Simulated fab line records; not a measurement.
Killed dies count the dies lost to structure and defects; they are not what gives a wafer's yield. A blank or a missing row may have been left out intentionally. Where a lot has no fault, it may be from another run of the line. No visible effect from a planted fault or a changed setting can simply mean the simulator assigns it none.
8D (eight disciplines) problem report, filled in by code / flow n5_finfet / the parts of the form that need people (team, actions taken, sign-off) are left out

## 1. THE PROBLEM
At N5_SD_EPI_P_COAT_34, spin_speed_rpm averages 1192.3 rpm over 9 wafers from 3 lots, while fault-free wafers read 1500.2 rpm, standard deviation 0.97. So: -99 or more standard deviations from the usual mean.
The step: time 60 s, resist thk 350 nm.
First seen on wafer L938.1, day 4 12:22, on litho_track-05. The record holds 39 wafers of 13 lots with a number at this step. Rule for "out", or "out of limits": more than 4 standard deviations from the usual mean. All remaining wafers that have a number are taken as sound.

## 2. WHAT IT IS, WHAT IT ISN'T
question=which readings at this step | is=spin_speed_rpm | is not=chill_plate_temp_C, heater_power_total_W, plate_temp_C
question=which lots | is=L938, L939, L940 | is not=L933, L934, L935, L937, L941, L951, L952, L954, L955, L956
question=which wafers of those lots | is=all that have a number | is not=-
question=read on which tools | is=litho_track-05 | is not=litho_track-01, litho_track-03
question=when | is=from day 4 12:22 | is not=up to then (12 sound wafers); but 18 sound wafers of L941, L951, L952, L954, L955, L956 came after

## 3. THE SUSPECTS, EACH WITH WHAT RULES IT OUT
Counting: a tool at a process step up to the reading stays a suspect if it ran every lot that is out and no sound lot after the first of them.
- litho_track-05 at N5_SD_EPI_P_COAT_34 (time 60 s, resist thk 350 nm): ruled out as a lasting fault. The sound lots L952, L954, L956 went through it after L938, its earliest lot that is out (day 4 12:22).
Left after counting: nothing in the record.

## 4. THE CAUSE (what the simulator had put in)
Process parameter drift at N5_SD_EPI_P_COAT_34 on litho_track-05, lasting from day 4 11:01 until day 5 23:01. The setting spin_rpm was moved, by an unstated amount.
Counting ruled it out, wrongly.

## 5. SEQUENCE OF EFFECTS, ordered by route
Each row: a reading where the mean over the struck wafers with a number is more than 3 standard deviations away from the usual. Only readings whose record carries a usual standard deviation are examined. hours: median over the lots of the time between each lot's start at the first step of this table that gives one and its start at this step. sigmas: the change, counted in usual standard deviations.
hours=0; step=N5_SD_EPI_P_COAT_34; reading=spin_speed_rpm; usual=1500.2 rpm; on struck wafers=1192.3; change=-307.9; sigmas=-99 or more
Here are the process steps it includes:
- N5_SD_EPI_P_COAT_34: time 60 s, resist thk 350 nm.

## 6. WHAT WOULD HAVE CAUGHT IT SOONER
In this record the first reading out of limits was taken at day 4 12:22, 1 hour after the fault began at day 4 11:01.
